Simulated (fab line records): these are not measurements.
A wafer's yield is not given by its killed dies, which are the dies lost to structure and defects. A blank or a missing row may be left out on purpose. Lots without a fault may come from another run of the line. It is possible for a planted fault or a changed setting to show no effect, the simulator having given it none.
fab line records ; flow nand-harc
record lots=11; wafers=33; last-day=24
route steps=1159 shown P_M0@261 END@1159
lots that met no fault: taken from a fault-free run of the same line
start-h: the number of hours between the record's first day and the start of the first shown wafer of the lot ; wait-h: how many hours have passed since the lot's step before this one ; " identical to the entry in the row above ; L1.1+2: several wafers, shown together as one row ; - value missing, or start not given ; * or withheld: withheld ; < > ~ a bound
route shown NAME@n: names a module that has steps shown in the file, with the first one's number in the route ; usual: mean and standard deviation over wafers with no fault ; same: alike in all rows ; chamber/n: place in a boat ; sites: each site's reading ; _std_site: standard deviation across them ; _edge_site: outer sites' mean less inner sites' ; radius-mm: how far each site lies from the wafer's centre ; mask NAME#n: copy n ; behind: tool/chamber where the wafer was last shaped ; hold: reason for holding the lot/hours on hold/outcome of the hold ; device: the transistor (n, p or np) that didn't switch ; end of line: tests run on the same wafers once the route is complete ; where a step has no rows: the recipe by itself ; killed: dies that structure and defects cost at the first sort, which is not the same as the wafer's yield ; map: shows each die of a wafer: x if killed, . if not, _ if none is there
set.NAME: the setting the step ran with; set.NAME@STEP: the setting that earlier step ran with ; model.NAME: the simulator's own value behind a step, which no gauge read
a sample of lots followed through the steps of the route, with each step as a table and each wafer as a row
services: the hour from which a tool's chamber was out of use, counted from the record's first day as start-h (under 0 if before that day), plus the number of hours and why
## steps
# step NHARC_P_M0_PEB_07
# recipe peb-temp-c=100; peb-time-s=65
# usual heater-power-total-W=156.6/0.42; plate-temp-C=99.98/0.13
# same peb-time-s=65
lot.wafer;tool;chamber;start-h;wait-h;heater-power-total-W;plate-temp-C
L401.1;litho-track-04;0;126.40;0.1;156.3;100.02
L401.2;litho-track-04;0;126.40;0.1;156.8;99.96
L401.6;litho-track-04;0;126.40;0.1;157.0;99.95
L405.4;litho-track-04;0;149.55;0.0;157.1;99.92
L405.5;litho-track-04;0;149.55;0.0;157.1;99.92
L405.6;litho-track-04;0;149.55;0.0;156.2;99.89
L406.4;litho-track-04;0;150.46;0.0;157.0;99.76
L406.5;litho-track-04;0;150.46;0.0;156.5;99.91
L406.6;litho-track-04;0;150.46;0.0;157.0;99.78
L408.1;litho-track-04;0;160.22;0.1;157.2;100.05
L408.2;litho-track-04;0;160.22;0.1;157.2;100.05
L408.4;litho-track-04;0;160.22;0.1;156.0;100.02
L411.1;litho-track-04;0;181.19;0.1;152.4;98.01
L411.2;litho-track-04;0;181.19;0.1;152.9;98.25
L411.5;litho-track-04;0;181.19;0.1;151.8;98.05
L412.3;litho-track-06;0;192.89;0.0;156.5;100.04
L412.4;litho-track-06;0;192.89;0.0;157.2;100.07
L412.5;litho-track-06;0;192.89;0.0;156.8;100.11
L413.1;litho-track-04;0;193.44;0.1;152.9;98.03
L413.2;litho-track-04;0;193.44;0.1;152.5;98.10
L413.6;litho-track-04;0;193.44;0.1;152.7;97.97
L415.1;litho-track-06;0;211.68;0.1;156.2;100.16
L415.4;litho-track-06;0;211.68;0.1;157.2;99.96
L415.5;litho-track-06;0;211.68;0.1;156.5;99.96
L418.1;litho-track-01;0;227.06;0.1;156.9;99.92
L418.3;litho-track-01;0;227.06;0.1;157.2;99.97
L418.5;litho-track-01;0;227.06;0.1;157.0;100.00
L421.1;litho-track-06;0;241.57;0.1;156.5;100.14
L421.4;litho-track-06;0;241.57;0.1;157.1;100.32
L421.5;litho-track-06;0;241.57;0.1;156.2;100.27
L422.2;litho-track-06;0;246.19;0.1;157.1;99.91
L422.4;litho-track-06;0;246.19;0.1;156.8;99.83
L422.5;litho-track-06;0;246.19;0.1;156.3;100.06
# step NHARC_P_M0_CD_MEAS_09
# recipe target-cd-nm=90; landing-energy-ev=500
# usual cd-nm=90.0/0.6
lot.wafer;tool;chamber;start-h;wait-h;cd-nm
L401.1;cd-sem-02;0;126.48;-;90.0
L401.2;cd-sem-02;0;126.48;-;89.5
L401.6;cd-sem-02;0;126.48;-;89.4
L405.4;cd-sem-03;0;149.64;-;90.4
L405.5;cd-sem-03;0;149.64;-;89.7
L405.6;cd-sem-03;0;149.64;-;91.1
L406.4;cd-sem-03;0;150.54;-;90.7
L406.5;cd-sem-03;0;150.54;-;89.6
L406.6;cd-sem-03;0;150.54;-;89.3
L408.1;cd-sem-02;0;160.30;-;90.0
L408.2;cd-sem-02;0;160.30;-;90.9
L408.4;cd-sem-02;0;160.30;-;90.2
L411.1;cd-sem-02;0;181.27;-;82.5
L411.2;cd-sem-02;0;181.27;-;82.3
L411.5;cd-sem-02;0;181.27;-;82.7
L412.3;cd-sem-03;0;192.97;-;89.3
L412.4;cd-sem-03;0;192.97;-;89.4
L412.5;cd-sem-03;0;192.97;-;89.1
L413.1;cd-sem-02;0;193.52;-;81.8
L413.2;cd-sem-02;0;193.52;-;83.3
L413.6;cd-sem-02;0;193.52;-;82.4
L415.1;cd-sem-03;0;211.76;-;90.9
L415.4;cd-sem-03;0;211.76;-;89.9
L415.5;cd-sem-03;0;211.76;-;89.5
L418.1;cd-sem-02;0;227.13;-;90.7
L418.3;cd-sem-02;0;227.13;-;90.5
L418.5;cd-sem-02;0;227.13;-;90.4
L421.1;cd-sem-01;0;241.65;-;89.7
L421.4;cd-sem-01;0;241.65;-;88.7
L421.5;cd-sem-01;0;241.65;-;89.3
L422.2;cd-sem-03;0;246.27;-;89.8
L422.4;cd-sem-03;0;246.27;-;90.0
L422.5;cd-sem-03;0;246.27;-;90.2
# step NHARC_P_M0_ETCH_34
# recipe target-depth-a=400; overetch-a=120; time-s=43.94; ion-energy-ev=200; n2-flow-sccm=150; h2-flow-sccm=150; ar-flow-sccm=0; rf-w=400; bias-w=150; chemistry=N2/H2
# usual drypump-motor-current-A=5.6/0.58; oes-product-au=1.001/0.0086; rf-vpp-V=431.7/2; showerhead-plenum-p-Torr=2.09/0.069; throttle-valve-pct=14.171/0.0086
lot.wafer;tool;chamber;start-h;wait-h;drypump-motor-current-A;oes-product-au;rf-hours-counter-h;rf-vpp-V;showerhead-plenum-p-Torr;throttle-valve-pct
L401.2;rie-diel-03;0;126.75;0.1;4.8;0.998;6;433.9;2.19;14.162
L401.1;rie-diel-03;3;126.75;0.1;5.3;0.999;6;429.7;2.01;14.175
L401.6;rie-diel-03;0;126.75;0.1;4.9;0.997;-;434.6;2.19;14.178
L405.6;rie-diel-05;2;149.94;0.1;4.7;1.023;-;434.9;2.21;14.179
L405.5;rie-diel-05;3;149.94;0.1;6.5;1.006;-;432.4;2.05;14.166
L405.4;rie-diel-05;0;149.94;0.1;6.1;1.005;-;433.3;2.07;14.180
L406.5;rie-diel-08;1;150.84;0.1;5.0;0.993;-;429.6;2.01;14.181
L406.4;rie-diel-08;2;150.84;0.1;5.6;0.991;-;433.1;2.14;14.155
L406.6;rie-diel-08;3;150.84;0.1;5.8;0.995;-;430.1;2.02;14.174
L408.4;rie-diel-05;3;160.57;0.1;6.6;0.996;5;429.0;2.05;14.176
L408.2;rie-diel-05;1;160.57;0.1;6.7;1.007;12;430.7;2.05;14.164
L408.1;rie-diel-05;2;160.57;0.1;4.6;1.030;11;434.7;2.21;14.170
L411.2;rie-diel-03;2;181.55;0.1;5.7;1.007;9;433.4;2.17;14.165
L411.1;rie-diel-03;3;181.55;0.1;5.3;0.998;10;430.2;2.01;14.172
L411.5;rie-diel-03;2;181.55;0.1;5.7;1.007;-;433.1;2.17;14.184
L412.3;rie-diel-08;3;193.24;0.1;5.8;1.006;5;430.0;2.02;14.157
L412.4;rie-diel-08;1;193.24;0.1;5.0;1.004;6;429.1;2.01;14.183
L412.5;rie-diel-08;2;193.24;0.1;5.6;0.991;-;432.8;2.14;14.168
L413.2;rie-diel-03;2;193.80;0.1;5.7;0.992;10;433.9;2.17;14.165
L413.1;rie-diel-03;3;193.80;0.1;5.3;0.985;11;430.0;2.01;14.167
L413.6;rie-diel-03;2;193.80;0.1;5.6;0.995;-;433.5;2.17;14.162
L415.4;rie-diel-03;1;212.04;0.1;5.5;0.990;12;430.6;2.07;14.183
L415.1;rie-diel-03;2;212.04;0.1;5.6;0.985;11;435.5;2.17;14.176
L415.5;rie-diel-03;1;212.04;0.1;5.5;0.992;-;431.6;2.07;14.183
L418.3;rie-diel-03;3;227.41;0.1;5.3;1.001;0;427.6;2.01;14.158
L418.1;rie-diel-03;0;227.41;0.1;4.8;1.000;0;435.8;2.19;14.174
L418.5;rie-diel-03;2;227.41;0.1;5.7;0.996;-;433.5;2.17;14.173
L421.1;rie-diel-08;0;241.94;0.1;6.4;0.991;6;431.8;2.04;14.184
L421.4;rie-diel-08;1;241.94;0.1;5.0;1.003;8;428.2;2.01;14.166
L421.5;rie-diel-08;3;241.94;0.1;5.8;1.016;-;431.1;2.02;14.174
L422.2;rie-diel-03;3;246.58;0.1;5.2;1.005;1;429.7;2.01;14.171
L422.5;rie-diel-03;2;246.58;0.1;5.7;0.995;-;431.8;2.17;14.184
L422.4;rie-diel-03;0;246.58;0.1;4.9;1.004;-;434.1;2.19;14.183
# step NHARC_P_M0_CD_MEAS_16
# usual cd-nm=90.1/0.77
lot.wafer;tool;chamber;start-h;wait-h;cd-nm
L401.1;cd-sem-02;-;126.97;-;90.7
L401.2;cd-sem-02;-;126.97;-;90.1
L401.6;cd-sem-02;-;126.97;-;89.4
L405.4;cd-sem-01;-;150.17;-;90.6
L405.5;cd-sem-01;-;150.17;-;89.6
L405.6;cd-sem-01;-;150.17;-;90.4
L406.4;cd-sem-02;-;151.07;-;91.1
L406.5;cd-sem-02;-;151.07;-;89.7
L406.6;cd-sem-02;-;151.07;-;90.4
L408.1;cd-sem-02;-;160.78;-;89.6
L408.2;cd-sem-02;-;160.78;-;90.2
L408.4;cd-sem-02;-;160.78;-;90.1
L411.1;cd-sem-01;-;181.76;-;82.2
L411.2;cd-sem-01;-;181.76;-;82.0
L411.5;cd-sem-01;-;181.76;-;83.0
L412.3;cd-sem-01;-;193.46;-;89.8
L412.4;cd-sem-01;-;193.46;-;89.8
L412.5;cd-sem-01;-;193.46;-;90.1
L413.1;cd-sem-02;-;194.45;-;82.3
L413.2;cd-sem-02;-;194.45;-;83.2
L413.6;cd-sem-02;-;194.45;-;83.5
L415.1;cd-sem-02;-;212.24;-;90.1
L415.4;cd-sem-02;-;212.24;-;90.4
L415.5;cd-sem-02;-;212.24;-;90.1
L418.1;cd-sem-02;-;227.62;-;90.5
L418.3;cd-sem-02;-;227.62;-;89.6
L418.5;cd-sem-02;-;227.62;-;90.4
L421.1;cd-sem-02;-;242.14;-;90.4
L421.4;cd-sem-02;-;242.14;-;88.5
L421.5;cd-sem-02;-;242.14;-;90.9
L422.2;cd-sem-01;-;246.82;-;90.0
L422.4;cd-sem-01;-;246.82;-;89.7
L422.5;cd-sem-01;-;246.82;-;88.7
# step NHARC_P_M0_DEGAS_28
# recipe temp-c=250; time-s=60
# usual heater-power-w=356/33
lot.wafer;tool;chamber;start-h;wait-h;heater-power-w
L401.1;pvd-sputter-03;-;127.59;-;320
L401.2;pvd-sputter-03;-;127.59;-;360
L401.6;pvd-sputter-03;-;127.59;-;383
L405.4;pvd-sputter-03;-;150.86;-;312
L405.6;pvd-sputter-03;-;150.86;-;401
L405.5;pvd-sputter-03;-;150.86;-;368
L406.4;pvd-sputter-03;-;151.76;-;364
L406.6;pvd-sputter-03;-;151.76;-;365
L406.5;pvd-sputter-03;-;151.76;-;315
L408.1;pvd-sputter-03;-;161.40;-;394
L408.4;pvd-sputter-03;-;161.40;-;368
L408.2;pvd-sputter-03;-;161.40;-;318
L411.1;pvd-sputter-03;-;182.43;-;366
L411.2;pvd-sputter-03;-;182.43;-;318
L411.5;pvd-sputter-03;-;182.43;-;386
L412.4;pvd-sputter-03;-;194.13;-;391
L412.3;pvd-sputter-03;-;194.13;-;314
L412.5;pvd-sputter-03;-;194.13;-;389
L413.1;pvd-sputter-03;-;195.12;-;324
L413.2;pvd-sputter-03;-;195.12;-;388
L413.6;pvd-sputter-03;-;195.12;-;369
L415.4;pvd-sputter-01;-;212.87;-;427
L415.1;pvd-sputter-01;-;212.87;-;291
L415.5;pvd-sputter-01;-;212.87;-;354
L418.1;pvd-sputter-03;-;228.29;-;306
L418.3;pvd-sputter-03;-;228.29;-;398
L418.5;pvd-sputter-03;-;228.29;-;309
L421.1;pvd-sputter-03;-;242.77;-;374
L421.4;pvd-sputter-03;-;242.77;-;365
L421.5;pvd-sputter-03;-;242.77;-;362
L422.4;pvd-sputter-02;-;247.50;-;369
L422.2;pvd-sputter-02;-;247.50;-;367
L422.5;pvd-sputter-02;-;247.50;-;315
# step NHARC_P_M0_PRE_CLEAN_29
# recipe time-s=30; temp-c=280; gas=H2/He
# usual heater-power-w=432/40
lot.wafer;tool;chamber;start-h;wait-h;heater-power-w
L401.2;pvd-sputter-03;-;-;-;445
L401.1;pvd-sputter-03;-;-;-;388
L401.6;pvd-sputter-03;-;-;-;384
L405.4;pvd-sputter-03;-;-;-;397
L405.6;pvd-sputter-03;-;-;-;444
L405.5;pvd-sputter-03;-;-;-;446
L406.4;pvd-sputter-03;-;-;-;448
L406.6;pvd-sputter-03;-;-;-;490
L406.5;pvd-sputter-03;-;-;-;452
L408.4;pvd-sputter-03;-;-;-;448
L408.2;pvd-sputter-03;-;-;-;405
L408.1;pvd-sputter-03;-;-;-;468
L411.2;pvd-sputter-03;-;-;-;391
L411.1;pvd-sputter-03;-;-;-;449
L411.5;pvd-sputter-03;-;-;-;394
L412.4;pvd-sputter-03;-;-;-;442
L412.3;pvd-sputter-03;-;-;-;490
L412.5;pvd-sputter-03;-;-;-;461
L413.2;pvd-sputter-03;-;-;-;389
L413.1;pvd-sputter-03;-;-;-;439
L413.6;pvd-sputter-03;-;-;-;385
L415.1;pvd-sputter-01;-;-;-;374
L415.4;pvd-sputter-01;-;-;-;367
L415.5;pvd-sputter-01;-;-;-;526
L418.3;pvd-sputter-03;-;-;-;440
L418.1;pvd-sputter-03;-;-;-;393
L418.5;pvd-sputter-03;-;-;-;392
L421.1;pvd-sputter-03;-;-;-;491
L421.4;pvd-sputter-03;-;-;-;462
L421.5;pvd-sputter-03;-;-;-;488
L422.2;pvd-sputter-02;-;-;-;395
L422.4;pvd-sputter-02;-;-;-;449
L422.5;pvd-sputter-02;-;-;-;420
# step NHARC_END_SORT_01
# recipe temp-c=25
# usual defect-limited-yield=95.5/1.3; killed-at-array=27/8.8; killed-at-other=0.4/0.82; killed-at-periphery=3.1/2.1; killed-dies=31/8.8; killed-open=3.3/2; killed-short=2.0/1.4; sort_bin_2_pct=1.3/0.56; sort_bin_3_pct=0.25/0.21; sort_bin_4_pct=2.9/0.89; sort-n-pass=646/8.8; sort-rim-yield-pct=95.8/2.7; sort-yield-pct=95.5/1.3
# same gross-dies=677; sort_bin_5_pct[%]=0; sort_bin_6_pct[%]=0; sort_bin_7_pct[%]=0; sort_bin_8_pct[%]=0; sort-rim-n-gross=106.00
lot.wafer;tool;chamber;start-h;wait-h;defect-limited-yield[%];killed-at-array;killed-at-other;killed-at-periphery;killed-dies;killed-open;killed-short;sort_bin_2_pct[%];sort_bin_3_pct[%];sort_bin_4_pct[%];sort-n-pass;sort-rim-yield-pct[%];sort-yield-pct[%]
L413.1;prober-02;0;505.39;2.5;95.1;24;3;6;33;2;0;1.6;0;3.2;644;93.4;95.1
L413.2;prober-02;0;506.18;2.8;95.7;23;2;4;29;7;1;1.6;0.15;2.5;648;93.4;95.7
L413.6;prober-02;0;509.34;3.9;95.1;23;5;5;33;3;5;2.8;0.30;1.8;644;95.3;95.1
L411.1;prober-02;0;517.07;2.5;97.5;9;0;8;17;2;3;1.0;0;1.5;660;97.2;97.5
L411.2;prober-02;0;517.87;2.8;96.6;18;0;5;23;2;0;0.7;0.44;2.2;654;96.2;96.6
L411.5;prober-02;0;520.29;3.7;96.3;19;0;6;25;10;1;1.0;0;2.7;652;94.3;96.3
# killed by level:class
L413.1 A_SLIT:chamber-film-flake=11 A_CHANNEL_HOLE_D1:chamber-film-flake=7 A_CONTACT:chamber-film-flake=5 THIN_TSV:chamber-film-flake=3 P_GATE:chamber-film-flake=2 P_M0:area-peb=2 P_GATE:geometric-particle:open=1 A_ONON_D1:geometric-particle:open=1
L413.2 A_CHANNEL_HOLE_D1:chamber-film-flake=6 A_SLIT:chamber-film-flake=5 A_CONTACT:chamber-film-flake=5 A_CONTACT:geometric-particle:open=3 THIN_TSV:chamber-film-flake=2 P_M0:area-peb=2 P_M0:geometric-particle:open=1 A_ONON_D1:geometric-particle:open=1
L413.6 A_SLIT:chamber-film-flake=11 THIN_TSV:chamber-film-flake=5 A_CONTACT:chamber-film-flake=3 A_SOURCE_PLATE:geometric-particle:short=2 P_GATE:chamber-film-flake=2 A_CHANNEL_HOLE_D1:chamber-film-flake=2 P_CONTACT:geometric-particle:open=1 P_M1:geometric-particle:short=1
L411.1 P_M0:area-peb=3 P_GATE:chamber-film-flake=2 A_CHANNEL_HOLE_D1:chamber-film-flake=2 P_M1:geometric-particle:short=1 A_CHANNEL_FILL_D1:geometric-particle:short=1 A_SGD_CUT:geometric-particle:short=1 A_CONTACT:geometric-particle:open=1 A_BLC:geometric-particle:open=1
L411.2 A_CHANNEL_HOLE_D1:chamber-film-flake=5 A_WL_FILL:chamber-film-flake=4 A_CONTACT:chamber-film-flake=4 P_M0:area-peb=3 A_STAIRCASE:chamber-film-flake=2 A_CHANNEL_FILL_D1:geometric-particle:open=1 A_CONTACT:geometric-particle:open=1 P_STI:chamber-film-flake=1
L411.5 A_CHANNEL_HOLE_D1:chamber-film-flake=4 A_STAIRCASE:chamber-film-flake=3 A_CONTACT:geometric-particle:open=2 A_BLC:geometric-particle:open=2 A_WL_FILL:chamber-film-flake=2 P_M0:area-peb=2 P_CONTACT:geometric-particle:open=1 P_M0:geometric-particle:open=1
## services
tool;chamber;start-h;hours;kind
pvd-sputter-01;-;105.21;0.5;repair
rie-diel-05;-;107.43;0.3;repair
litho-track-06;-;117.00;7.0;pm
pvd-sputter-01;-;118.62;0.6;repair
rie-diel-03;0;120.80;-;clean
rie-diel-03;1;120.80;-;clean
rie-diel-03;2;120.80;-;clean
rie-diel-03;3;120.80;-;clean
rie-diel-08;-;124.80;9.0;pm
litho-track-04;-;141.00;7.0;pm
rie-diel-03;0;145.30;-;clean
rie-diel-03;1;145.30;-;clean
rie-diel-03;2;145.30;-;clean
rie-diel-03;3;145.30;-;clean
rie-diel-05;1;148.03;5.6;repair
rie-diel-08;0;148.47;21.4;repair
pvd-sputter-01;-;158.00;10.0;pm
rie-diel-05;-;169.94;9.0;pm
pvd-sputter-02;-;188.30;6.9;repair
rie-diel-03;-;215.30;9.0;pm
pvd-sputter-02;-;215.37;10.0;pm
rie-diel-03;1;237.99;10.2;repair
rie-diel-03;0;240.92;4.2;repair
rie-diel-05;2;246.10;8.9;repair
## key
first-sign step=NHARC_P_M0_PEB_07; reading=plate-temp-C; direction=down; sigmas=14; usual=*; struck=*
effect step=NHARC_P_M0_PEB_07; reading=heater-power-total-W; direction=down; sigmas=9.8; usual=*; struck=*
effect step=NHARC_P_M0_CD_MEAS_09; reading=cd-nm; direction=down; sigmas=12; usual=90.0; struck=82.5
effect step=NHARC_P_M0_CD_MEAS_16; reading=cd-nm; direction=down; sigmas=9.7; usual=90.1; struck=82.7
met-at NHARC_P_M0_PEB_07
struck-lots L411,L413
not-acting-at NHARC_P_M0_ETCH_34,NHARC_P_M0_DEGAS_28,NHARC_P_M0_PRE_CLEAN_29
onset-between 160.22 181.19
fault kind=process-parameter-drift; tool=litho-track-04; chamber=-; onset-h=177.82; steps=NHARC_P_M0_PEB_07; channel=peb-temp-c; offset=*; shape=step; end-h=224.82; acts-in=*; stated=*
